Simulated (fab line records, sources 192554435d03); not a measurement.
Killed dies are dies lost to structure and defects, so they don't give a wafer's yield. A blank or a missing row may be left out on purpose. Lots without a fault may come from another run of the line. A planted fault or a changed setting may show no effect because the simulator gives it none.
A struck lot beside a sound one | flow n5_finfet | 25 steps out of a route of 1938
Sound: wafers L785.2, L785.3, L785.5. Struck: wafers L791.1, L791.3, L791.5. The cause comes at the end.
At each step with rows: each side's tool, then ch and its chambers, then its first start. Under that, the readings that differ: sound wafers | struck wafers | difference of the means | sigmas: that difference in standard deviations of wafers without a fault.
alike: readings whose means differ by less than 2 such deviations, and words and numbers that are the same on both sides. not compared: withheld readings, readings that some wafer has no value for, bounds like >300 that may hide the same value, and numbers for which the record gives no deviation and whose values overlap.
The two part at a step that has a row with sigmas, a row that says differs or no value, or rows on one side only. Numbers that don't overlap but have no deviation are shown without sigmas and don't part them. A reading that every wafer of one side lacks parts them only if that side has two wafers or more.

first, 4 steps without rows for these wafers: N5_ZERO_LAYER_EXPOSE_08 (exposes mask ZERO, defocus 0 nm, target cd 2000 nm); N5_ZERO_LAYER_PEB_09; N5_ZERO_LAYER_DEVELOP_10 (develop time 60 s); N5_ZERO_LAYER_HARDBAKE_23 (time 120 s).
N5_ZERO_LAYER_CD_MEAS_11: target cd 2000 nm.
  sound on cd_sem-02 ch 0, day 2 18:47; struck on cd_sem-03 ch 0, day 4 06:46
  alike: cd_nm
N5_ZERO_LAYER_DESCUM_16: chemistry O2, time 7.9 s.
  sound on rie_diel-04 ch 0,1, day 2 18:50; struck on rie_diel-05 ch 1,2,3, day 4 06:49
  reading                     | sound             | struck            | difference | sigmas
  drypump_motor_current_A (A) | 5.1 5.2 5.2       | 6.3 6.1 5.8       | +0.9       | +2
  temp_c (C)                  | 40.13 40.02 40.17 | 39.77 39.87 40.01 | -0.22      | -2
  alike: oes_product_au, rf_fwd_power_W, rf_vpp_V, showerhead_plenum_p_Torr, throttle_valve_pct
  not compared: rf_hours_counter_h
N5_ZERO_LAYER_ETCH_17: etches SiO2 in CF4, target depth 12 nm, time 13.3 s.
  sound on rie_diel-04 ch 0,1, day 2 18:53; struck on rie_diel-05 ch 1,2,3, day 4 06:50
  reading                     | sound       | struck      | difference | sigmas
  drypump_motor_current_A (A) | 5.1 5.2 5.2 | 6.3 6.1 5.8 | +0.9       | +2
  alike: mfc_ar_sccm, oes_product_au, rf_fwd_power_W, rf_vpp_V, showerhead_plenum_p_Torr, throttle_valve_pct
  not compared: rf_hours_counter_h
N5_ZERO_LAYER_ETCH_18: etches Si in HBr/Cl2, target depth 120 nm, time 40 s.
  sound on rie_si-04 ch 0,1,2, day 2 18:57; struck on rie_si-04 ch 1,2,3, day 4 06:55
  alike: drypump_motor_current_A, oes_product_au, rf_fwd_power_W, throttle_valve_pct
  not compared: rf_hours_counter_h
N5_ZERO_LAYER_STRIP_24: strips in O2.
  sound on plasma_asher-02 ch 0,1, day 2 19:03; struck on plasma_asher-02 ch 0,1, day 4 07:01
  alike: drypump_motor_current_A, heater_power_w, oes_product_au, strip_time_to_endpoint_s, temp_c
  not compared: rf_hours_counter_h
then, 1 step without rows for these wafers: N5_ZERO_LAYER_STRIP_19 (strips in SPM, time 900 s).
N5_ZERO_LAYER_INSPECT_20: inspects for defects (darkfield).
  sound on defect_inspect-02, day 2 19:25; struck on defect_inspect-02, day 4 07:23
  alike: raw_defect_count
then, 1 step without rows for these wafers: N5_WELL_APT_HMDS_01 (time 60 s).
N5_WELL_APT_COAT_02: resist thk 950 nm.
  sound on litho_track-03 ch 0, day 2 19:27; struck on litho_track-04 ch 0, day 4 07:25
  reading                                    | sound                | struck               | difference | sigmas
  spin_speed_rpm (rpm)                       | 1357.0 1356.5 1356.7 | 1403.1 1402.9 1402.0 | +45.9      | +53
  model.coat_of_WELL_APT_COAT_02.thk_nm (nm) | 948.4 946.8 946.7    | 928.1 930.4 930.8    | -17.5      |
then, 6 steps without rows for these wafers: N5_WELL_APT_EBR_04; N5_WELL_APT_SOFTBAKE_03 (time 60 s); N5_WELL_APT_EXPOSE_05 (exposes mask NWELL, defocus 0 nm, target cd 200 nm); N5_WELL_APT_PEB_06 (peb time 90 s); N5_WELL_APT_DEVELOP_07 (develop time 45 s); N5_WELL_APT_HARDBAKE_12 (time 120 s).
N5_WELL_APT_CD_MEAS_08: target cd 200 nm.
  sound on cd_sem-01 ch 0, day 2 19:50; struck on cd_sem-03 ch 0, day 4 07:41
  alike: cd_nm
N5_WELL_APT_OVL_MEAS_09:
  sound on overlay-02 ch 0, day 2 19:52; struck on overlay-01 ch 0, day 4 07:43
  alike: NWELL_OVL
N5_WELL_APT_INSPECT_10: inspects for defects (macro).
  sound on defect_inspect-02, day 2 19:54; struck on defect_inspect-01, day 4 07:44
  alike: raw_defect_count
N5_WELL_APT_DESCUM_13: chemistry O2, time 7.9 s.
  sound on rie_diel-06 ch 1,3, day 2 19:56; struck on rie_diel-06 ch 0,2,3, day 4 07:46
  reading                                    | sound             | struck          | difference | sigmas
  model.coat_of_WELL_APT_COAT_02.thk_nm (nm) | 930.3 928.6 928.5 | 910 912.2 912.7 | -18        |
  alike: drypump_motor_current_A, oes_product_au, rf_fwd_power_W, rf_vpp_V, showerhead_plenum_p_Torr, temp_c, throttle_valve_pct
  not compared: rf_hours_counter_h
then, 1 step without rows for these wafers: N5_WELL_APT_IMPLANT_14.
-- the record jumps here: 7 days lie between the struck wafers' starts before and after (it left off in module WELL_APT and takes up again in module BEOL_M4, whose first step shown is number 1111 of the route) --
N5_BEOL_M4_RC_MEAS_101:
  sound on prober-02 ch 0, day 9 20:15; struck on prober-01 ch 0, day 11 05:02
  alike: DIBL_N, DIBL_P, IOFF_N, IOFF_P, ION_N, ION_P, SS_N, SS_P, VT_N, VT_P

WHERE THEY PART
First at N5_ZERO_LAYER_DESCUM_16; last, within this record, at N5_WELL_APT_COAT_02. Later steps at which nothing parts them and some readings are alike: N5_WELL_APT_CD_MEAS_08, N5_WELL_APT_OVL_MEAS_09, N5_WELL_APT_INSPECT_10, N5_WELL_APT_DESCUM_13, N5_BEOL_M4_RC_MEAS_101.

WHY: what the simulator had put in
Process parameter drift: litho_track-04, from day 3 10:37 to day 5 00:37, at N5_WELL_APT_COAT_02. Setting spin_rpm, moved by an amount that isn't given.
